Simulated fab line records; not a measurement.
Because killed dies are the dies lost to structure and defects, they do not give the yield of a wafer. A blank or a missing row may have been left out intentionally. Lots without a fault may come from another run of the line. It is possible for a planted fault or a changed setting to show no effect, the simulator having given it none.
Which tool did it? + flow n5 finfet + 8 lots, 23 wafers sampled, at 6 steps of a route of 1938

## WHAT THE GAUGES SHOWED, per wafer
N5_BEOL_M4_RC_MEAS_101. Usual: DIBL_N 36.3 mV/V, standard deviation 1.6; DIBL_P 36.2 mV/V, standard deviation 2.1; IOFF_N 0.16 nA/um, standard deviation 0.031; IOFF_P 0.21 nA/um, standard deviation 0.034; ION_N 673 uA/um, standard deviation 11; ION_P 461 uA/um, standard deviation 7.4; SS_N 71.6 mV/dec, standard deviation 0.55; SS_P 73.3 mV/dec, standard deviation 0.66; VT_N 251 mV, standard deviation 3.2; VT_P -251 mV, standard deviation 3.5.
| lot  | measured     | on        | DIBL_N (mV/V)  | DIBL_P (mV/V)  | IOFF_N (nA/um) | IOFF_P (nA/um) | ION_N (uA/um) | ION_P (uA/um) | SS_N (mV/dec)  | SS_P (mV/dec)  | VT_N (mV)   | VT_P (mV)      | flag |
|------|--------------|-----------|----------------|----------------|----------------|----------------|---------------|---------------|----------------|----------------|-------------|----------------|------|
| L225 | day 7 19:15  | prober-02 | 33.4 35.0      | 33.4 36.1      | 0.12 0.15      | 0.15 0.20      | 664 661       | 452 453       | 70.8 71.6      | 72.9 73.3      | 258 249     | -254 -251      |      |
| L229 | day 9 00:52  | prober-01 | 39.4 39.9 40.0 | 39.1 40.1 39.6 | 0.25 0.24 0.26 | 0.27 0.28 0.28 | 681 683 683   | 460 461 464   | 72.0 72.9 72.5 | 74.2 74.2 73.5 | 244 245 246 | -247 -247 -248 |      |
| L234 | day 10 06:25 | prober-01 | 35.0 37.7 36.8 | 33.8 36.7 34.5 | 0.13 0.19 0.15 | 0.17 0.21 0.18 | 672 676 661   | 456 456 453   | 70.8 72.4 71.7 | 72.5 73.1 72.5 | 256 249 253 | -254 -251 -254 |      |
| L242 | day 12 04:56 | prober-01 | 36.5 36.2 35.5 | 37.0 36.8 34.7 | 0.16 0.15 0.13 | 0.20 0.20 0.17 | 669 665 661   | 462 460 452   | 72.3 71.2 71.5 | 73.6 73.7 73.0 | 251 251 256 | -249 -251 -253 |      |
| L243 | day 12 09:29 | prober-01 | 36.9 33.8 36.6 | 37.1 33.7 37.1 | 0.16 0.11 0.16 | 0.18 0.13 0.17 | 670 662 682   | 454 446 459   | 71.6 70.9 71.5 | 73.1 72.7 73.2 | 251 256 249 | -258 -262 -258 |      |
| L246 | day 13 10:01 | prober-01 | 37.9 39.1 39.1 | 38.5 41.1 41.7 | 0.19 0.23 0.25 | 0.23 0.28 0.29 | 687 697 708   | 466 472 478   | 71.7 73.3 72.5 | 74.6 74.0 74.3 | 248 245 243 | -249 -248 -248 |      |

## WHAT TOOL EACH LOT RAN ON (gives the tool, then ch and the chambers of the sampled wafers, and finally the start)
| lot  | N5_BEOL_M4_ILD_DEP_00           | N5_BEOL_M4_ETCH_64                 | N5_BEOL_M4_ETCH_77                 | N5_BEOL_M4_ETCH_69                 | N5_BEOL_M4_ETCHBACK_99             |
|------|---------------------------------|------------------------------------|------------------------------------|------------------------------------|------------------------------------|
| L225 | pecvd-03 ch 1, day 7 11:49      | rie diel-04 ch 0,1, day 7 13:27    | rie diel-06 ch 0,2, day 7 14:28    | rie diel-06 ch 0,2, day 7 14:29    | rie diel-06 ch 2,3, day 7 14:59    |
| L229 | pecvd-03 ch 0,2, day 8 14:04    | rie diel-06 ch 0,2,3, day 8 15:16  | rie diel-06 ch 2,3, day 8 16:29    | rie diel-06 ch 2,3, day 8 16:29    | rie diel-04 ch 1,2, day 8 20:20    |
| L234 | pecvd-01 ch 0,1, day 9 20:24    | rie diel-06 ch 1,2, day 9 21:31    | rie diel-06 ch 2,3, day 9 22:25    | rie diel-06 ch 2,3, day 9 22:26    | rie diel-06 ch 2,3, day 10 01:19   |
| L238 | pecvd-01 ch 0,2, day 11 09:07   | rie diel-04 ch 1,2,3, day 11 10:31 | rie diel-02 ch 0,2, day 11 11:24   | rie diel-02 ch 0,2, day 11 11:25   | rie diel-06 ch 0,2,3, day 11 12:21 |
| L241 | pecvd-01 ch 1,2, day 11 11:14   | rie diel-06 ch 0,2,3, day 11 13:44 | rie diel-06 ch 2,3, day 11 14:50   | rie diel-06 ch 2,3, day 11 14:50   | rie diel-04 ch 0,2, day 11 17:18   |
| L242 | pecvd-01 ch 0,2, day 11 19:20   | rie diel-02 ch 0,1, day 11 21:02   | rie diel-06 ch 0,1,2, day 11 21:52 | rie diel-06 ch 0,1,2, day 11 21:53 | rie diel-04 ch 0,3, day 11 22:51   |
| L243 | pecvd-01 ch 0,1,2, day 12 00:13 | rie diel-04 ch 0,3, day 12 01:48   | rie diel-02 ch 0,1,3, day 12 02:38 | rie diel-02 ch 0,1,3, day 12 02:39 | rie diel-06 ch 1,3, day 12 02:51   |
| L246 | pecvd-02 ch 0,2, day 13 00:29   | rie diel-04 ch 0,2,3, day 13 01:23 | rie diel-04 ch 0,1,3, day 13 02:22 | rie diel-04 ch 0,1,3, day 13 02:23 | rie diel-04 ch 1,2, day 13 05:11   |
- N5_BEOL_M4_ILD_DEP_00: deposits SiOC from DEMS/O2, target thk 79 nm, time 15.3 s.
- N5_BEOL_M4_ETCH_64: etches SOC in N2/H2, target depth 75 nm, overetch 22.5 nm, time 121.9 s.
- N5_BEOL_M4_ETCH_77: etches underlayer in N2/H2, target depth 6.5 nm, time 5.2 s.
- N5_BEOL_M4_ETCH_69: etches SiARC in CF4, target depth 15.6 nm, time 26 s.
- N5_BEOL_M4_ETCHBACK_99: etches SiO2 in CHF3, target depth 5 nm, time 10.4 s.

## AS READ BY THE TOOLS THEMSELVES (means over the sampled wafers that have a number; for cases with no such wafer, the mark the record gives instead)
N5_BEOL_M4_ILD_DEP_00. Usual: heater power w 491 W, standard deviation 73; showerhead plenum p Torr 5.690 Torr, standard deviation 0.012; throttle valve pct 12.1 %, standard deviation 0.77.
| lot  | tool     | heater power w (W) | showerhead plenum p Torr (Torr) | throttle valve pct (%) | flag |
|------|----------|--------------------|---------------------------------|------------------------|------|
| L225 | pecvd-03 | 564                | 5.687                           | 12.4                   |      |
| L229 | pecvd-03 | 542                | 5.681                           | 12.3                   |      |
| L234 | pecvd-01 | 496                | 5.684                           | 12.4                   |      |
| L238 | pecvd-01 | 475                | 5.689                           | 11.6                   |      |
| L241 | pecvd-01 | 432                | 5.686                           | 11.7                   |      |
| L242 | pecvd-01 | 468                | 5.700                           | 11.3                   |      |
| L243 | pecvd-01 | 483                | 5.692                           | 12.0                   |      |
| L246 | pecvd-02 | 418                | 5.689                           | 11.4                   |      |

N5_BEOL_M4_ETCH_64. Usual: bias w 150.0 W, standard deviation 0.43; chamber pressure mTorr 30.003 mTorr, standard deviation 0.029; drypump motor current A 5.8 A, standard deviation 0.38; h2 flow sccm 200.0 sccm, standard deviation 0.65; oes product au 0.57 a.u., standard deviation 0.05; rf vpp V 522.9 V, standard deviation 2.4; showerhead plenum p Torr 2.51 Torr, standard deviation 0.076; throttle valve pct 17.98 %, standard deviation 0.21.
| lot  | tool        | bias w (W) | chamber pressure mTorr (mTorr) | drypump motor current A (A) | h2 flow sccm (sccm) | oes product au (a.u.) | rf vpp V (V) | showerhead plenum p Torr (Torr) | throttle valve pct (%) | flag |
|------|-------------|------------|--------------------------------|-----------------------------|---------------------|-----------------------|--------------|---------------------------------|------------------------|------|
| L225 | rie diel-04 | 149.8      | 30.003                         | 5.8                         | 199.9               | 0.64                  | 523.1        | 2.52                            | 17.74                  |      |
| L229 | rie diel-06 | 149.8      | 30.019                         | 5.7                         | 199.9               | 0.53                  | 522.9        | 2.50                            | 18.14                  |      |
| L234 | rie diel-06 | 150.2      | 30.018                         | 5.6                         | 199.2               | 0.54                  | 522.2        | 2.46                            | 18.09                  |      |
| L238 | rie diel-04 | 150.5      | 30.015                         | 5.8                         | 199.5               | 0.57                  | 522.5        | 2.50                            | 17.97                  |      |
| L241 | rie diel-06 | 150.6      | 30.017                         | 5.7                         | 199.5               | 0.66                  | 522.3        | 2.49                            | 17.85                  |      |
| L242 | rie diel-02 | 149.8      | 30.011                         | 5.4                         | 199.7               | 0.60                  | 525.4        | 2.59                            | 18.07                  |      |
| L243 | rie diel-04 | 149.8      | 29.994                         | 6.0                         | 201.1               | 0.56                  | 521.4        | 2.45                            | 17.85                  |      |
| L246 | rie diel-04 | 150.2      | 29.997                         | 6.0                         | 199.7               | 0.54                  | 521.1        | 2.45                            | 17.93                  |      |

N5_BEOL_M4_ETCH_77. Usual: bias w 150.0 W, standard deviation 0.42; chamber pressure mTorr 30.00 mTorr, standard deviation 0.042; drypump motor current A 5.7 A, standard deviation 0.35; etch rf on time s 5.16 s, standard deviation 0.15; h2 flow sccm 199.9 sccm, standard deviation 0.59; oes product au 0.66 a.u., standard deviation 0.086; rf vpp V 523.6 V, standard deviation 2.7; showerhead plenum p Torr 2.53 Torr, standard deviation 0.082; throttle valve pct 18.02 %, standard deviation 0.23.
| lot  | tool        | bias w (W) | chamber pressure mTorr (mTorr) | drypump motor current A (A) | etch rf on time s (s) | h2 flow sccm (sccm) | oes product au (a.u.) | rf vpp V (V) | showerhead plenum p Torr (Torr) | throttle valve pct (%) | flag |
|------|-------------|------------|--------------------------------|-----------------------------|-----------------------|---------------------|-----------------------|--------------|---------------------------------|------------------------|------|
| L225 | rie diel-06 | 149.8      | 30.05                          | 5.7                         | 5.02                  | 199.6               | 0.60                  | 523.0        | 2.50                            | 18.06                  |      |
| L229 | rie diel-06 | 149.9      | 30.01                          | 5.7                         | 5.36                  | 199.6               | 0.59                  | 522.4        | 2.47                            | 18.34                  |      |
| L234 | rie diel-06 | 150.3      | 29.96                          | 5.5                         | 5.24                  | 200.0               | 0.60                  | 522.1        | 2.43                            | 18.24                  |      |
| L238 | rie diel-02 | 150.0      | 29.98                          | 5.1                         | 5.19                  | 199.9               | 0.64                  | 523.5        | 2.53                            | 18.01                  |      |
| L241 | rie diel-06 | 150.5      | 29.98                          | 5.5                         | 5.18                  | 199.7               | 0.67                  | 520.4        | 2.43                            | 18.10                  |      |
| L242 | rie diel-06 | 150.2      | 29.96                          | 5.8                         | 4.96                  | 200.4               | 0.76                  | 522.8        | 2.52                            | 17.81                  |      |
| L243 | rie diel-02 | 150.3      | 30.01                          | 5.5                         | 5.11                  | 199.9               | 0.67                  | 527.1        | 2.62                            | 18.04                  |      |
| L246 | rie diel-04 | 149.8      | 30.04                          | 5.7                         | 5.14                  | 199.4               | 0.65                  | 522.9        | 2.50                            | 17.99                  |      |

N5_BEOL_M4_ETCH_69. Usual: bias w 36.02 W, standard deviation 0.11; cf4 flow sccm 100.02 sccm, standard deviation 0.27; drypump motor current A 5.7 A, standard deviation 0.36; etch rf on time s 25.8 s, standard deviation 0.66; oes product au 0.66 a.u., standard deviation 0.085; rf vpp V 183.9 V, standard deviation 1.2; showerhead plenum p Torr 2.13 Torr, standard deviation 0.065; throttle valve pct 15.80 %, standard deviation 0.25.
| lot  | tool        | bias w (W) | cf4 flow sccm (sccm) | drypump motor current A (A) | etch rf on time s (s) | oes product au (a.u.) | rf vpp V (V) | showerhead plenum p Torr (Torr) | throttle valve pct (%) | flag |
|------|-------------|------------|----------------------|-----------------------------|-----------------------|-----------------------|--------------|---------------------------------|------------------------|------|
| L225 | rie diel-06 | 36.30      | 99.86                | 5.6                         | 25.3                  | 0.60                  | 184.1        | 2.10                            | 15.81                  |      |
| L229 | rie diel-06 | 35.98      | 99.90                | 5.7                         | 26.4                  | 0.59                  | 183.4        | 2.08                            | 16.12                  |      |
| L234 | rie diel-06 | 35.99      | 99.88                | 5.5                         | 25.8                  | 0.60                  | 184.0        | 2.06                            | 16.02                  |      |
| L238 | rie diel-02 | -          | -                    | -                           | -                     | -                     | -            | -                               | -                      | OFF  |
| L241 | rie diel-06 | -          | -                    | -                           | -                     | -                     | -            | -                               | -                      | OFF  |
| L242 | rie diel-06 | 35.93      | 99.96                | 5.8                         | 25.2                  | 0.74                  | 183.7        | 2.13                            | 15.57                  |      |
| L243 | rie diel-02 | 36.00      | 100.19               | 5.6                         | 25.2                  | 0.67                  | 184.7        | 2.21                            | 15.77                  |      |
| L246 | rie diel-04 | 35.96      | 100.12               | 5.7                         | 25.7                  | 0.65                  | 183.4        | 2.12                            | 15.79                  |      |

N5_BEOL_M4_ETCHBACK_99. Usual: drypump motor current A 5.7 A, standard deviation 0.38; oes_f_703_au 0.77 a.u., standard deviation 0.093; oes product au 0.77 a.u., standard deviation 0.093; rf vpp V 239 V, standard deviation 3.4; showerhead plenum p Torr 2.14 Torr, standard deviation 0.062; throttle valve pct 17.29 %, standard deviation 0.25.
| lot  | tool        | drypump motor current A (A) | oes_f_703_au (a.u.) | oes product au (a.u.) | rf vpp V (V) | showerhead plenum p Torr (Torr) | throttle valve pct (%) | flag |
|------|-------------|-----------------------------|---------------------|-----------------------|--------------|---------------------------------|------------------------|------|
| L225 | rie diel-06 | 5.6                         | 0.72                | 0.71                  | 239          | 2.10                            | 17.61                  |      |
| L229 | rie diel-04 | 5.7                         | 0.83                | 0.82                  | 241          | 2.13                            | 17.04                  |      |
| L234 | rie diel-06 | 5.7                         | 0.69                | 0.69                  | 239          | 2.10                            | 17.71                  |      |
| L238 | rie diel-06 | 5.7                         | 0.88                | 0.33                  | 238          | 2.12                            | 17.19                  | OFF  |
| L241 | rie diel-04 | 6.3                         | 0.72                | 0.28                  | 241          | 2.07                            | 17.11                  | OFF  |
| L242 | rie diel-04 | 5.9                         | 0.72                | 0.73                  | 243          | 2.10                            | 17.25                  |      |
| L243 | rie diel-06 | 6.0                         | 0.95                | 0.95                  | 239          | 2.18                            | 17.13                  |      |
| L246 | rie diel-04 | 5.7                         | 0.80                | 0.78                  | 241          | 2.12                            | 17.11                  |      |

## THE ANSWER, worked out from the rows above alone
Rule: a lot is off if the mean of its wafers that have a number lies more than 3 standard deviations from the usual mean. Also off: a lot with no number at a reading for which 4 or more lots have one. Any other lot the step has rows for is counted as sound. The gauges are gone through in route order, then the tools' own readings, and for those a lot's mean is taken as printed above. The first step at which some lot is off is used, and at that step the reading that is off furthest; a lot without a number counts as furthest.
Off: L238, L241, at N5_BEOL_M4_ETCH_69 (bias w). Without a number there: L238, L241.
If a tool, at that step or one of the process steps before it, ran each lot that is off and ran no sound lot following the first of them, it fits. Of those tried, none fits.

## WHAT THE SIMULATOR HAD INSERTED
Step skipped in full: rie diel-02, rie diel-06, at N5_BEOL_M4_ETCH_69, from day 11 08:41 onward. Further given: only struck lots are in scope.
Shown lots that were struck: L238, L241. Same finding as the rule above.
